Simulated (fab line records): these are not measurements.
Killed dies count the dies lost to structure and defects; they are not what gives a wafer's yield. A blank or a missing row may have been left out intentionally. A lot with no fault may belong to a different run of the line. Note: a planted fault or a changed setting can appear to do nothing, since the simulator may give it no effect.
Which tool is to blame? :: flow nand-harc :: 12 lots with 36 wafers sampled at 5 steps, on a route of 1159 steps

## WHAT EACH GAUGE READ, for each wafer
NHARC_END_SORT_01. Usual: killed-at-array 25, standard deviation 9.2; killed-at-other 0.9, standard deviation 1.3; killed-at-periphery 3.3, standard deviation 2.3; killed-dies 29, standard deviation 9.6; killed-open 3.2, standard deviation 1.8; killed-short 2, standard deviation 1.4.
lot: L213
measured: day 20 03:02
on: prober-01
killed-at-array: 31 22 30
killed-at-other: 0 1 0
killed-at-periphery: 3 8 4
killed-dies: 34 31 34
killed-open: 2 6 3
killed-short: 4 1 2
flag: 

lot: L215
measured: day 19 19:08
on: prober-01
killed-at-array: 543 534 551
killed-at-other: 3 1 1
killed-at-periphery: 5 1 5
killed-dies: 551 536 557
killed-open: 2 1 6
killed-short: 5 2 4
flag: OFF

lot: L218
measured: day 20 15:04
on: prober-02
killed-at-array: 545 557 543
killed-at-other: 0 0 0
killed-at-periphery: 1 0 1
killed-dies: 546 557 544
killed-open: 4 3 6
killed-short: 1 1 1
flag: OFF

lot: L221
measured: day 21 18:38
on: prober-02
killed-at-array: 29 23 23
killed-at-other: 1 1 0
killed-at-periphery: 3 3 2
killed-dies: 33 27 25
killed-open: 4 2 4
killed-short: 3 1 1
flag: 

lot: L226
measured: day 23 03:07
on: prober-01
killed-at-array: 12 10 13
killed-at-other: 4 1 4
killed-at-periphery: 4 4 4
killed-dies: 20 15 21
killed-open: 9 2 4
killed-short: 1 2 2
flag: 

lot: L224
measured: day 22 10:40
on: prober-01
killed-at-array: 20 21 20
killed-at-other: 0 0 0
killed-at-periphery: 3 1 1
killed-dies: 23 22 21
killed-open: 6 3 3
killed-short: 2 3 0
flag: 

lot: L228
measured: day 24 08:14
on: prober-02
killed-at-array: 19 14 21
killed-at-other: 3 2 0
killed-at-periphery: 6 6 4
killed-dies: 28 22 25
killed-open: 5 4 4
killed-short: 2 6 5
flag: 

lot: L227
measured: day 24 00:28
on: prober-01
killed-at-array: 25 37 36
killed-at-other: 0 1 0
killed-at-periphery: 5 3 2
killed-dies: 30 41 38
killed-open: 2 1 3
killed-short: 3 3 2
flag: 

lot: L230
measured: day 24 08:17
on: prober-01
killed-at-array: 12 12 14
killed-at-other: 0 0 2
killed-at-periphery: 1 3 3
killed-dies: 13 15 19
killed-open: 2 6 3
killed-short: 2 2 4
flag: 

lot: L231
measured: day 24 00:30
on: prober-02
killed-at-array: 30 25 27
killed-at-other: 0 1 1
killed-at-periphery: 0 1 2
killed-dies: 30 27 30
killed-open: 2 4 2
killed-short: 0 4 4
flag: 

lot: L229
measured: day 24 16:02
on: prober-02
killed-at-array: 29 31 37
killed-at-other: 1 0 0
killed-at-periphery: 3 4 6
killed-dies: 33 35 43
killed-open: 3 4 3
killed-short: 2 1 0
flag: 

lot: L233
measured: day 24 17:45
on: prober-01
killed-at-array: 17 16 15
killed-at-other: 2 1 2
killed-at-periphery: 6 7 3
killed-dies: 25 24 20
killed-open: 6 3 2
killed-short: 2 1 3
flag: 

## WHICH TOOL RAN EACH LOT (tool, then ch and the chambers of the sampled wafers, then the start)
lot: L213
NHARC_A_STAIRCASE_HM_DEP_462: acl-dep-02 ch 0, day 12 05:09
NHARC_A_STAIRCASE_STRIP_316: rie-diel-05 ch 0,2,3, day 12 12:04 or earlier
NHARC_A_STAIRCASE_STRIP_476: rie-diel-13 ch 1,2,3, day 12 12:04
NHARC_A_STAIRCASE_CVD_552: lpcvd-01 ch 0, day 12 21:24

lot: L215
NHARC_A_STAIRCASE_HM_DEP_462: acl-dep-01 ch 0, day 12 13:18
NHARC_A_STAIRCASE_STRIP_316: rie-diel-05 ch 0,2,3, day 12 20:04 or earlier
NHARC_A_STAIRCASE_STRIP_476: rie-diel-02 ch 1,2,3, day 12 20:04
NHARC_A_STAIRCASE_CVD_552: lpcvd-01 ch 1, day 13 04:36

lot: L218
NHARC_A_STAIRCASE_HM_DEP_462: acl-dep-02 ch 0, day 13 11:01
NHARC_A_STAIRCASE_STRIP_316: rie-diel-05 ch 0,1,2, day 13 17:42 or earlier
NHARC_A_STAIRCASE_STRIP_476: rie-diel-13 ch 1,2,3, day 13 17:42
NHARC_A_STAIRCASE_CVD_552: lpcvd-02 ch 0, day 14 02:17

lot: L221
NHARC_A_STAIRCASE_HM_DEP_462: acl-dep-03 ch 0, day 14 01:56
NHARC_A_STAIRCASE_STRIP_316: rie-diel-05 ch 1,2,3, day 14 08:28 or earlier
NHARC_A_STAIRCASE_STRIP_476: rie-diel-02 ch 0,1,3, day 14 08:28
NHARC_A_STAIRCASE_CVD_552: lpcvd-02 ch 1, day 14 21:34

lot: L226
NHARC_A_STAIRCASE_HM_DEP_462: acl-dep-01 ch 0, day 14 23:05
NHARC_A_STAIRCASE_STRIP_316: rie-diel-05 ch 0,1,2, day 15 05:14 or earlier
NHARC_A_STAIRCASE_STRIP_476: rie-diel-02 ch 1,2, day 15 05:14
NHARC_A_STAIRCASE_CVD_552: lpcvd-02 ch 1, day 15 13:47

lot: L224
NHARC_A_STAIRCASE_HM_DEP_462: acl-dep-03 ch 0, day 15 04:13
NHARC_A_STAIRCASE_STRIP_316: rie-diel-13 ch 0,1,3, day 15 12:42 or earlier
NHARC_A_STAIRCASE_STRIP_476: rie-diel-02 ch 0,1,2, day 15 12:42
NHARC_A_STAIRCASE_CVD_552: lpcvd-01 ch 1, day 15 18:08

lot: L228
NHARC_A_STAIRCASE_HM_DEP_462: acl-dep-03 ch 0, day 15 21:47
NHARC_A_STAIRCASE_STRIP_316: rie-diel-13 ch 1,2,3, day 16 06:58 or earlier
NHARC_A_STAIRCASE_STRIP_476: rie-diel-02 ch 0,1,3, day 16 06:58
NHARC_A_STAIRCASE_CVD_552: lpcvd-02 ch 0, day 16 15:31

lot: L227
NHARC_A_STAIRCASE_HM_DEP_462: acl-dep-01 ch 0, day 16 08:22
NHARC_A_STAIRCASE_STRIP_316: rie-diel-13 ch 0,1,3, day 16 15:02 or earlier
NHARC_A_STAIRCASE_STRIP_476: rie-diel-02 ch 0,3, day 16 15:02
NHARC_A_STAIRCASE_CVD_552: lpcvd-02 ch 0, day 16 23:35

lot: L230
NHARC_A_STAIRCASE_HM_DEP_462: acl-dep-01 ch 0, day 16 10:11
NHARC_A_STAIRCASE_STRIP_316: rie-diel-13 ch 0,1,2, day 16 16:51 or earlier
NHARC_A_STAIRCASE_STRIP_476: rie-diel-13 ch 0,1,3, day 16 16:51
NHARC_A_STAIRCASE_CVD_552: lpcvd-02 ch 0, day 16 23:35

lot: L231
NHARC_A_STAIRCASE_HM_DEP_462: acl-dep-03 ch 0, day 16 12:31
NHARC_A_STAIRCASE_STRIP_316: rie-diel-05 ch 0,2,3, day 16 19:06 or earlier
NHARC_A_STAIRCASE_STRIP_476: rie-diel-02 ch 0,3, day 16 19:06
NHARC_A_STAIRCASE_CVD_552: lpcvd-01 ch 1, day 17 04:01

lot: L229
NHARC_A_STAIRCASE_HM_DEP_462: acl-dep-03 ch 0, day 16 16:34
NHARC_A_STAIRCASE_STRIP_316: rie-diel-13 ch 0,1, day 16 23:38 or earlier
NHARC_A_STAIRCASE_STRIP_476: rie-diel-13 ch 0,1, day 16 23:38
NHARC_A_STAIRCASE_CVD_552: lpcvd-02 ch 0, day 17 08:13

lot: L233
NHARC_A_STAIRCASE_HM_DEP_462: acl-dep-01 ch 0, day 16 20:51
NHARC_A_STAIRCASE_STRIP_316: rie-diel-13 ch 0,1,3, day 17 03:29 or earlier
NHARC_A_STAIRCASE_STRIP_476: rie-diel-02 ch 1,2,3, day 17 03:29
NHARC_A_STAIRCASE_CVD_552: lpcvd-02 ch 1, day 17 13:02
- NHARC_A_STAIRCASE_HM_DEP_462: deposits aC, target thk 800 nm.
- NHARC_A_STAIRCASE_STRIP_316: strips in O2.
- NHARC_A_STAIRCASE_STRIP_476: strips in O2, time 20 s.
- NHARC_A_STAIRCASE_CVD_552: deposits SiNx, target thk 40 nm.

## WHAT THE TOOLS THEMSELVES READ (means of the sampled wafers that have a number; where no wafer has one, the mark that the record gives instead)
NHARC_A_STAIRCASE_HM_DEP_462. Usual: throttle-valve-pct 35.001 %, standard deviation 0.0098.
lot: L213
tool: acl-dep-02
throttle-valve-pct (%): 34.992
flag: 

lot: L215
tool: acl-dep-01
throttle-valve-pct (%): 34.992
flag: 

lot: L218
tool: acl-dep-02
throttle-valve-pct (%): 34.993
flag: 

lot: L221
tool: acl-dep-03
throttle-valve-pct (%): 35.005
flag: 

lot: L226
tool: acl-dep-01
throttle-valve-pct (%): 34.999
flag: 

lot: L224
tool: acl-dep-03
throttle-valve-pct (%): 34.996
flag: 

lot: L228
tool: acl-dep-03
throttle-valve-pct (%): 35.003
flag: 

lot: L227
tool: acl-dep-01
throttle-valve-pct (%): 34.997
flag: 

lot: L230
tool: acl-dep-01
throttle-valve-pct (%): 35.004
flag: 

lot: L231
tool: acl-dep-03
throttle-valve-pct (%): 34.991
flag: 

lot: L229
tool: acl-dep-03
throttle-valve-pct (%): 34.997
flag: 

lot: L233
tool: acl-dep-01
throttle-valve-pct (%): 34.995
flag: 

NHARC_A_STAIRCASE_STRIP_316. Usual: drypump-motor-current-A 5.7 A, standard deviation 0.34; o2-flow-sccm 500.1 sccm, standard deviation 1.4; oes-product-au 0.994 a.u., standard deviation 0.01; rf-vpp-V 57.7 V, standard deviation 0.94; showerhead-plenum-p-Torr 3.50 Torr, standard deviation 0.15; throttle-valve-pct 17.037 %, standard deviation 0.0097.
lot: L213
tool: rie-diel-05
drypump-motor-current-A (A): 5.8
o2-flow-sccm (sccm): 500.2
oes-product-au (a.u.): 0.986
rf-vpp-V (V): 56.6
showerhead-plenum-p-Torr (Torr): 3.59
throttle-valve-pct (%): 17.030
flag: 

lot: L215
tool: rie-diel-05
drypump-motor-current-A (A): 5.8
o2-flow-sccm (sccm): 500.3
oes-product-au (a.u.): 0.993
rf-vpp-V (V): 57.5
showerhead-plenum-p-Torr (Torr): 3.59
throttle-valve-pct (%): 17.031
flag: 

lot: L218
tool: rie-diel-05
drypump-motor-current-A (A): 5.9
o2-flow-sccm (sccm): 499.4
oes-product-au (a.u.): 0.996
rf-vpp-V (V): 57.5
showerhead-plenum-p-Torr (Torr): 3.50
throttle-valve-pct (%): 17.040
flag: 

lot: L221
tool: rie-diel-05
drypump-motor-current-A (A): 5.5
o2-flow-sccm (sccm): 499.9
oes-product-au (a.u.): 0.996
rf-vpp-V (V): 57.9
showerhead-plenum-p-Torr (Torr): 3.53
throttle-valve-pct (%): 17.037
flag: 

lot: L226
tool: rie-diel-05
drypump-motor-current-A (A): 5.9
o2-flow-sccm (sccm): 499.7
oes-product-au (a.u.): 0.996
rf-vpp-V (V): 58.7
showerhead-plenum-p-Torr (Torr): 3.50
throttle-valve-pct (%): 17.024
flag: 

lot: L224
tool: rie-diel-13
drypump-motor-current-A (A): 5.8
o2-flow-sccm (sccm): 499.7
oes-product-au (a.u.): 0.987
rf-vpp-V (V): 57.2
showerhead-plenum-p-Torr (Torr): 3.36
throttle-valve-pct (%): 17.037
flag: 

lot: L228
tool: rie-diel-13
drypump-motor-current-A (A): 5.7
o2-flow-sccm (sccm): 500.5
oes-product-au (a.u.): 0.993
rf-vpp-V (V): 57.3
showerhead-plenum-p-Torr (Torr): 3.40
throttle-valve-pct (%): 17.044
flag: 

lot: L227
tool: rie-diel-13
drypump-motor-current-A (A): 5.8
o2-flow-sccm (sccm): 498.8
oes-product-au (a.u.): 0.987
rf-vpp-V (V): 56.9
showerhead-plenum-p-Torr (Torr): 3.36
throttle-valve-pct (%): 17.036
flag: 

lot: L230
tool: rie-diel-13
drypump-motor-current-A (A): 5.6
o2-flow-sccm (sccm): 500.0
oes-product-au (a.u.): 0.991
rf-vpp-V (V): 57.5
showerhead-plenum-p-Torr (Torr): 3.47
throttle-valve-pct (%): 17.045
flag: 

lot: L231
tool: rie-diel-05
drypump-motor-current-A (A): 5.8
o2-flow-sccm (sccm): 500.7
oes-product-au (a.u.): 1.000
rf-vpp-V (V): 57.8
showerhead-plenum-p-Torr (Torr): 3.57
throttle-valve-pct (%): 17.040
flag: 

lot: L229
tool: rie-diel-13
drypump-motor-current-A (A): 5.7
o2-flow-sccm (sccm): 500.2
oes-product-au (a.u.): 0.989
rf-vpp-V (V): 57.6
showerhead-plenum-p-Torr (Torr): 3.36
throttle-valve-pct (%): 17.042
flag: 

lot: L233
tool: rie-diel-13
drypump-motor-current-A (A): 5.8
o2-flow-sccm (sccm): 501.6
oes-product-au (a.u.): 0.999
rf-vpp-V (V): 58.2
showerhead-plenum-p-Torr (Torr): 3.35
throttle-valve-pct (%): 17.033
flag: 

NHARC_A_STAIRCASE_STRIP_476. Usual: drypump-motor-current-A 5.7 A, standard deviation 0.41; o2-flow-sccm 499.7 sccm, standard deviation 1.4; oes-product-au 0.998 a.u., standard deviation 0.01; rf-vpp-V 57.9 V, standard deviation 1; showerhead-plenum-p-Torr 3.54 Torr, standard deviation 0.17; throttle-valve-pct 17.037 %, standard deviation 0.0084.
lot: L213
tool: rie-diel-13
drypump-motor-current-A (A): 5.7
o2-flow-sccm (sccm): 499.1
oes-product-au (a.u.): 0.987
rf-vpp-V (V): 58.6
showerhead-plenum-p-Torr (Torr): 3.41
throttle-valve-pct (%): 17.037
flag: 

lot: L215
tool: rie-diel-02
drypump-motor-current-A (A): 5.8
o2-flow-sccm (sccm): 501.5
oes-product-au (a.u.): 1.001
rf-vpp-V (V): 58.0
showerhead-plenum-p-Torr (Torr): 3.53
throttle-valve-pct (%): 17.032
flag: 

lot: L218
tool: rie-diel-13
drypump-motor-current-A (A): 5.7
o2-flow-sccm (sccm): 500.1
oes-product-au (a.u.): 0.997
rf-vpp-V (V): 57.7
showerhead-plenum-p-Torr (Torr): 3.41
throttle-valve-pct (%): 17.042
flag: 

lot: L221
tool: rie-diel-02
drypump-motor-current-A (A): 6.0
o2-flow-sccm (sccm): 500.3
oes-product-au (a.u.): 0.992
rf-vpp-V (V): 57.5
showerhead-plenum-p-Torr (Torr): 3.47
throttle-valve-pct (%): 17.036
flag: 

lot: L226
tool: rie-diel-02
drypump-motor-current-A (A): 5.7
o2-flow-sccm (sccm): 499.5
oes-product-au (a.u.): 1.000
rf-vpp-V (V): 59.0
showerhead-plenum-p-Torr (Torr): 3.62
throttle-valve-pct (%): 17.027
flag: 

lot: L224
tool: rie-diel-02
drypump-motor-current-A (A): 5.6
o2-flow-sccm (sccm): 499.7
oes-product-au (a.u.): 1.003
rf-vpp-V (V): 58.9
showerhead-plenum-p-Torr (Torr): 3.63
throttle-valve-pct (%): 17.040
flag: 

lot: L228
tool: rie-diel-02
drypump-motor-current-A (A): 6.0
o2-flow-sccm (sccm): 500.6
oes-product-au (a.u.): 0.989
rf-vpp-V (V): 58.4
showerhead-plenum-p-Torr (Torr): 3.64
throttle-valve-pct (%): 17.038
flag: 

lot: L227
tool: rie-diel-02
drypump-motor-current-A (A): 6.1
o2-flow-sccm (sccm): 500.5
oes-product-au (a.u.): 1.006
rf-vpp-V (V): 58.4
showerhead-plenum-p-Torr (Torr): 3.73
throttle-valve-pct (%): 17.037
flag: 

lot: L230
tool: rie-diel-13
drypump-motor-current-A (A): 5.8
o2-flow-sccm (sccm): 500.4
oes-product-au (a.u.): 0.985
rf-vpp-V (V): 57.3
showerhead-plenum-p-Torr (Torr): 3.35
throttle-valve-pct (%): 17.034
flag: 

lot: L231
tool: rie-diel-02
drypump-motor-current-A (A): 5.9
o2-flow-sccm (sccm): 501.1
oes-product-au (a.u.): 1.008
rf-vpp-V (V): 58.7
showerhead-plenum-p-Torr (Torr): 3.66
throttle-valve-pct (%): 17.038
flag: 

lot: L229
tool: rie-diel-13
drypump-motor-current-A (A): 5.7
o2-flow-sccm (sccm): 499.3
oes-product-au (a.u.): 0.984
rf-vpp-V (V): 57.6
showerhead-plenum-p-Torr (Torr): 3.36
throttle-valve-pct (%): 17.037
flag: 

lot: L233
tool: rie-diel-02
drypump-motor-current-A (A): 5.8
o2-flow-sccm (sccm): 500.0
oes-product-au (a.u.): 1.004
rf-vpp-V (V): 57.8
showerhead-plenum-p-Torr (Torr): 3.69
throttle-valve-pct (%): 17.029
flag: 

NHARC_A_STAIRCASE_CVD_552. Usual: pressure-mtorr 300.2 mTorr, standard deviation 0.53; spike-tc-bottom-C 720 C, standard deviation 4.8; zone-power-lower-pct 10.8 %, standard deviation 0.61.
lot: L213
tool: lpcvd-01
pressure-mtorr (mTorr): 299.8
spike-tc-bottom-C (C): 721
zone-power-lower-pct (%): 10.9
flag: 

lot: L215
tool: lpcvd-01
pressure-mtorr (mTorr): -
spike-tc-bottom-C (C): -
zone-power-lower-pct (%): -
flag: OFF

lot: L218
tool: lpcvd-02
pressure-mtorr (mTorr): -
spike-tc-bottom-C (C): -
zone-power-lower-pct (%): -
flag: OFF

lot: L221
tool: lpcvd-02
pressure-mtorr (mTorr): 300.1
spike-tc-bottom-C (C): 724
zone-power-lower-pct (%): 10.6
flag: 

lot: L226
tool: lpcvd-02
pressure-mtorr (mTorr): 301.1
spike-tc-bottom-C (C): 724
zone-power-lower-pct (%): 10.5
flag: 

lot: L224
tool: lpcvd-01
pressure-mtorr (mTorr): 300.9
spike-tc-bottom-C (C): 724
zone-power-lower-pct (%): 12.0
flag: 

lot: L228
tool: lpcvd-02
pressure-mtorr (mTorr): 300.5
spike-tc-bottom-C (C): 714
zone-power-lower-pct (%): 10.2
flag: 

lot: L227
tool: lpcvd-02
pressure-mtorr (mTorr): 299.6
spike-tc-bottom-C (C): 714
zone-power-lower-pct (%): 10.3
flag: 

lot: L230
tool: lpcvd-02
pressure-mtorr (mTorr): 299.9
spike-tc-bottom-C (C): 713
zone-power-lower-pct (%): 10.2
flag: 

lot: L231
tool: lpcvd-01
pressure-mtorr (mTorr): 300.3
spike-tc-bottom-C (C): 722
zone-power-lower-pct (%): 12.1
flag: 

lot: L229
tool: lpcvd-02
pressure-mtorr (mTorr): 300.1
spike-tc-bottom-C (C): 713
zone-power-lower-pct (%): 10.2
flag: 

lot: L233
tool: lpcvd-02
pressure-mtorr (mTorr): 299.7
spike-tc-bottom-C (C): 724
zone-power-lower-pct (%): 10.5
flag: 

## THE ANSWER, worked out from the rows above alone
Rule: a lot counts as off when the mean over its wafers that have a number is more than 3 standard deviations away from the usual mean. Also off: a lot with no number at a reading for which 4 or more lots have one. The other lots that the step has rows for count as sound. After the gauges, taken in route order, come the tools' own readings; for these a lot's mean is taken, as printed above. The first step at which some lot is off is used, and at that step the reading that is off furthest; a lot without a number counts as furthest.
Off: L215, L218 (NHARC_END_SORT_01, killed-at-array).
If a tool, at a process step before that reading, ran all the lots that are off and no sound lot after the first of them, it fits. Not tried: the gauges at NHARC_END_SORT_01; whatever is off there is also off at NHARC_A_STAIRCASE_CVD_552, on other tools, and gauge error can't account for it. Because NHARC_A_STAIRCASE_STRIP_316 lacks a start for some lots, the hours and order of its lots are taken from NHARC_A_STAIRCASE_STRIP_476. Of those tried, none fits.

## WHAT HAD BEEN PUT IN BY THE SIMULATOR
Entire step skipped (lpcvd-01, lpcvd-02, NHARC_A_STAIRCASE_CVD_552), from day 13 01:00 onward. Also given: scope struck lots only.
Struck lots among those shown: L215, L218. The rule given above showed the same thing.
